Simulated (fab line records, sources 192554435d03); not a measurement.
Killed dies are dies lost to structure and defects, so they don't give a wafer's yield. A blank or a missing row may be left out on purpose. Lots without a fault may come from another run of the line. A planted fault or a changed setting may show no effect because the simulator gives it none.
Split-lot experiment | flow n5_finfet | 7 lots, 21 wafers read, on a route of 1938 steps

THE SPLIT
At N5_SD_EPI_P_PEB_07 (peb time 60 s), the setting peb_time_s was moved away from the recipe's 60 s on 8 of the 21 wafers read, by -11.5% to +18.9%. The other wafers ran this setting at the recipe's value.

FROM THE SPLIT TO THE READING: what the file shows between them, 1 step
- N5_SD_EPI_P_DEVELOP_08: develop time 30 s

THE READING
cd_nm, in nm, at N5_SD_EPI_P_CD_MEAS_09 (target cd 240 nm). Fault-free wafers of this fab line usually give 240.1 nm, standard deviation 0.78 nm.

wafer  | tool, chamber at the split | peb_time_s as run, s | against the recipe | cd_nm, nm | against lot-mates on the recipe
L078.4 | litho_track-04, 0          | 60                   | recipe             | 240.4     | -
L078.5 | litho_track-04, 0          | 56.33                | -6.1%              | 239.1     | -1.7
L078.6 | litho_track-04, 0          | 60                   | recipe             | 241.2     | -
L080.1 | litho_track-05, 0          | 60                   | recipe             | 240.4     | -
L080.2 | litho_track-05, 0          | 64.6                 | +7.7%              | 243.6     | +3.2
L080.6 | litho_track-05, 0          | 64.6                 | +7.7%              | 242.3     | +1.9
L081.1 | litho_track-03, 0          | 60                   | recipe             | 239.0     | -
L081.3 | litho_track-03, 0          | 60                   | recipe             | 240.3     | -
L081.5 | litho_track-03, 0          | 53.08                | -11.5%             | 235.2     | -4.5
L083.1 | litho_track-05, 0          | 60                   | recipe             | 241.1     | -
L083.2 | litho_track-05, 0          | 60                   | recipe             | 241.8     | -
L083.4 | litho_track-05, 0          | 60                   | recipe             | 240.9     | -
L084.2 | litho_track-04, 0          | 60                   | recipe             | 240.2     | -
L084.5 | litho_track-04, 0          | 60                   | recipe             | 239.9     | -
L084.6 | litho_track-04, 0          | 60                   | recipe             | 240.2     | -
L088.1 | litho_track-03, 0          | 60                   | recipe             | 240.0     | -
L088.3 | litho_track-03, 0          | 71.31                | +18.9%             | 245.5     | +5.5
L088.4 | litho_track-03, 0          | 71.31                | +18.9%             | 245.3     | +5.3
L091.1 | litho_track-05, 0          | 60                   | recipe             | 239.5     | -
L091.4 | litho_track-05, 0          | 67.35                | +12.2%             | 245.1     | +5.6
L091.6 | litho_track-05, 0          | 67.35                | +12.2%             | 244.0     | +4.5

THE FIT
A straight line over all 21 wafers: cd_nm changes by +0.31 nm for each +1% of peb_time_s; r = +0.95; the points scatter about the line by 0.82 nm.
The same after taking each lot's own level away (the mean of its wafers on the recipe; 21 wafers): +0.329 nm for each +1%; r = +0.97; scatter 0.61 nm.
On that fit, the largest move of peb_time_s shifts the reading by 6.2 nm.
The lots' own levels span 239.50 to 241.27 nm, that is 2.3 times the standard deviation above.
So the lot-to-lot level changes the slope little: the two slopes agree.
Check: with one of the wafers moved furthest among these (+18.9%) left out of the fit, the line predicts +6.48 nm for it against its lot-mates. It came out at +5.5 nm against them.

OTHER SPLITS ON THESE WAFERS
These wafers also went through other splits before the reading. Each is held against what the fit with the lots' levels taken away leaves over:
other split on the same wafers            | wafers away from the commonest value | r with cd_nm (lot level and that fit taken away)
N5_ZERO_LAYER_DEVELOP_10 develop_time_s   | 5                                    | +0.01
N5_WELL_APT_COAT_02 spin_rpm              | 8                                    | -0.06
N5_PMOS_HMC_CHANNEL_EPI_PEB_07 peb_temp_c | 6                                    | -0.06
N5_PMOS_HMC_CHANNEL_EPI_DESCUM_14 time_s  | 5                                    | -0.16
N5_FIN_CUT_COAT_19 spin_rpm               | 4                                    | -0.25
N5_SD_EPI_N_PEB_07 peb_temp_c             | 9                                    | -0.44

THE WHOLE CHAIN: every reading that the file lists as answering this split, in the file's order
step                   | what it does                                           | reading                                                         | change (the file's fit)               | r (the file's)
N5_SD_EPI_P_CD_MEAS_09 | target cd 240 nm                                       | cd_nm                                                           | +0.333 nm for each +1% of the setting | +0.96
N5_SD_EPI_P_DESCUM_14  | chemistry O2, time 7.9 s                               | SD_EPI_P.cd_nm (the simulator's own value, which no gauge read) | +0.32 nm for each +1% of the setting  | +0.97
N5_SD_EPI_P_ETCH_36    | etches SiARC in CF4, target depth 45.5 nm, time 75.8 s | SD_EPI_P.cd_nm (the simulator's own value, which no gauge read) | +0.337 nm for each +1% of the setting | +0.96

THE FILE'S OWN FIT
cd_nm changes by +0.333 nm for each +1% of peb_time_s, r = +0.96.
